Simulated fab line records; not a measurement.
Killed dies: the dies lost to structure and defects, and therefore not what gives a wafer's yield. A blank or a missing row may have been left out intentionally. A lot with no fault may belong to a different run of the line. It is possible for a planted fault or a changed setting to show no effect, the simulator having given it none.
Which tool is to blame?	flow n5_finfet	10 lots (30 wafers sampled), 1 step of a 1938-step route

== WHAT THE GAUGES READ, wafer by wafer ==
N5_PMOS_HMC_CHANNEL_EPI_INSPECT_30: inspects for defects (darkfield).
lot	measured	on	raw_defect_count
L075	day 2 02:37	defect_inspect-02	28 22 13
L077	day 2 14:17	defect_inspect-01	9 14 18
L079	day 3 02:06	defect_inspect-02	14 20 19
L081	day 3 14:22	defect_inspect-01	24 20 25
L084	day 4 09:00	defect_inspect-01	16 11 10
L086	day 4 19:47	defect_inspect-02	17 22 16
L088	day 5 08:55	defect_inspect-01	21 23 15
L091	day 6 03:35	defect_inspect-01	16 17 16
L094	day 6 20:44	defect_inspect-01	21 25 24
L096	day 7 07:45	defect_inspect-02	17 15 17

== WHAT TOOL EACH LOT RAN ON (gives the tool, then ch and the chambers of the sampled wafers, and finally the start) ==
No process step before these readings appears in the record.

== THE ANSWER, worked out from the rows above alone ==
Rule: what is usual is taken from the lots themselves. The widest of any qualifying gaps counts: lots, ordered by their means at a reading, are off when they make up no more than a third of the lots, leave a main group of 4 or more, and stand apart from it by 3 or more times the standard deviation of that group's means. A main group whose means are all the same, to the digits that the tables above print for the reading, isn't used. Also off: a lot with no number at a reading for which 4 or more lots have one. Any other lot the step has rows for is counted as sound.
No lot is off at any reading shown: from this, nothing can be told.

== WHAT HAD BEEN PUT IN BY THE SIMULATOR ==
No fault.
